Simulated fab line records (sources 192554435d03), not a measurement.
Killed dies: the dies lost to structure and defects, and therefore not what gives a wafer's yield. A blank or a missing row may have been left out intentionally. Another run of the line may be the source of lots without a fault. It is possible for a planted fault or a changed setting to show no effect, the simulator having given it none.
Problem report, 8D (eight disciplines) form, completed by code    flow n5-finfet    the parts of the form that need people (team, actions taken, sign-off) are left out

== 1. THE PROBLEM ==
Wafers without a fault read 38.9 s, standard deviation 1.1; etch-rf-on-time-s at N5_SDB_ETCH_17 reads a mean of 52.6 s on 5 wafers belonging to 3 lots. That puts it +12 standard deviations away from the usual mean.
The step: etches SiARC in CF4, target depth 23.4 nm, time 39 s.
Seen first at day 6 03:44 on rie-diel-05, wafer L878.3. The record holds 20 wafers of 7 lots with a number at this step. Rule for "out", or "out of limits": more than 4 standard deviations from the usual mean. The rest of the wafers with a number are treated as sound.

== 2. WHAT IT IS AND WHAT IT IS NOT ==
question                     is                                      is not
which readings at this step  etch-rf-on-time-s                       drypump-motor-current-A, oes-product-au, rf-vpp-V, showerhead-plenum-p-Torr, throttle-valve-pct
which lots                   L878, L879, L883                        L871, L886, L889, L892
which wafers of those lots   L878.3, L878.4, L879.4, L883.3, L883.4  L878.6, L879.2, L879.6, L883.2
read on which tools          rie-diel-05                             rie-diel-01, rie-diel-04
when                         from day 6 03:44                        up to then (4 sound wafers); but 11 sound wafers of L879, L883, L886, L889, L892 came after

== 3. THE SUSPECTS, EACH WITH WHAT RULES IT OUT ==
Counting: if a tool at a process step up to the reading ran every lot that is out, it stays a suspect. Sound lots after the first of them don't rule it out here, since some wafers of a struck lot are sound.
- rie-diel-05 at N5_SDB_DESCUM_16 (chemistry O2, time 7.9 s): kept. It ran every lot that is out, first L878 (day 6 03:42).
- rie-diel-05 at N5_SDB_ETCH_17 (etches SiARC in CF4, target depth 23.4 nm, time 39 s): kept. It ran every lot that is out, first L878 (day 6 03:44). On those wafers its own readings are out: etch-rf-on-time-s.
The count leaves rie-diel-05 at N5_SDB_ETCH_17 and rie-diel-05 at N5_SDB_DESCUM_16.

== 4. THE CAUSE (what the simulator had put in) ==
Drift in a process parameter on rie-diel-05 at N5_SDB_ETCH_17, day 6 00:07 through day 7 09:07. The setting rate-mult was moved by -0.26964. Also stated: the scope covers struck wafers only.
After counting, 2 suspects remain, this tool included.

== 5. SEQUENCE OF EFFECTS, ordered by route ==
Rows list readings where the struck wafers' mean (over those with a number) sits beyond 3 standard deviations from the usual. Scope: only readings with a usual standard deviation given in the record; hours: median across lots of the time from each lot's start at the first step in this table that gives one to its start at this step; sigmas: change in usual standard deviations.
hours  step            reading            usual   on struck wafers  change  sigmas
0      N5_SDB_ETCH_17  etch-rf-on-time-s  38.9 s  52.6              +13.7   +12
Its process steps:
- N5_SDB_ETCH_17: etches SiARC in CF4, target depth 23.4 nm, time 39 s.
At these later measuring or inspecting steps, every struck wafer for which the step has a row has a number for every such reading, and none has moved that far: N5_BEOL_M4_RC_MEAS_101.

== 6. WHAT WOULD HAVE CAUGHT IT SOONER ==
In this record the first reading out of limits was taken at day 6 03:44, 4 hours after the fault began at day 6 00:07.
